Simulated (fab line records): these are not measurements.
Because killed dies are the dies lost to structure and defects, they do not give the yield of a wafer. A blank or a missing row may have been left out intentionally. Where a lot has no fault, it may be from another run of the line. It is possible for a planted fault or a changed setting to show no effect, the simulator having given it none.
Chamber matching ; flow n5_finfet ; N5_SDB_DESCUM_16 on rie_diel-05 has 4 sister chambers
The step chemistry O2, time 7.9 s. 16 wafers are shown with their chamber, then 8 later ones without.

== WAFERS WITH THEIR CHAMBER ==
wafer;chamber;drypump_motor_current_A (A);throttle_valve_pct (%);oes_product_au (a.u.)
L076.2;2;6.5;20.67;0.72
L076.5;0;5.7;20.57;0.68
L076.6;2;6.5;20.65;0.72
L078.2;1;5.6;20.39;0.91
L078.3;2;6.5;20.67;0.72
L078.6;1;5.6;20.37;0.92
L080.1;3;5.2;20.21;0.94
L080.4;2;6.6;20.68;0.72
L080.5;0;5.8;20.19;0.98
L081.3;2;6.6;20.68;0.71
L081.4;3;5.2;20.21;0.93
L081.6;3;5.2;20.22;0.93
L082.1;3;5.2;20.22;0.94
L082.2;1;5.6;20.38;0.89
L082.4;2;6.5;20.68;0.71
L087.3;3;5.2;20.22;0.91

SIGNATURES, as means of the wafers listed above
reading;chamber 0;chamber 1;chamber 2;chamber 3;scatter within a chamber
drypump_motor_current_A;5.750;5.600;6.533;5.200;0.0391
throttle_valve_pct;20.3800;20.3800;20.6717;20.2160;0.0781
oes_product_au;0.8300;0.9067;0.7167;0.9300;0.062
Rule: for a wafer and a chamber, the distance is found by dividing, reading by reading, the gap between the wafer's reading and the chamber's mean by the reading's scatter, squaring, summing and taking the root. The wafer belongs to the nearest chamber; if the next one is less than 2 further off, it can't be placed. The scatter: take each reading less its chamber's mean, square it, sum over the shown wafers, divide by the number of wafers less the number of chambers, and take the root.

== WAFERS WITH NO CHAMBER GIVEN ==
wafer;drypump_motor_current_A (A);throttle_valve_pct (%);oes_product_au (a.u.)
L087.4;5.6;20.42;0.88
L087.5;6.6;20.71;0.70
L089.2;5.8;20.22;0.92
L089.4;6.5;20.71;0.69
L089.5;6.5;20.70;0.70
L090.1;5.6;20.43;0.87
L090.3;5.7;20.23;0.92
L090.5;6.6;20.71;0.70

== CHAMBER TAKEN BY EACH ==
wafer;from the rows above;in truth
L087.4;1;1
L087.5;2;2
L089.2;0;0
L089.4;2;2
L089.5;2;2
L090.1;1;1
L090.3;can't be placed: 0 or 1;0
L090.5;2;2
Placed correctly: 7 of 8. From these rows, 1 cannot be placed; in 1 the true chamber is one of the candidates. Wrongly placed: 0.
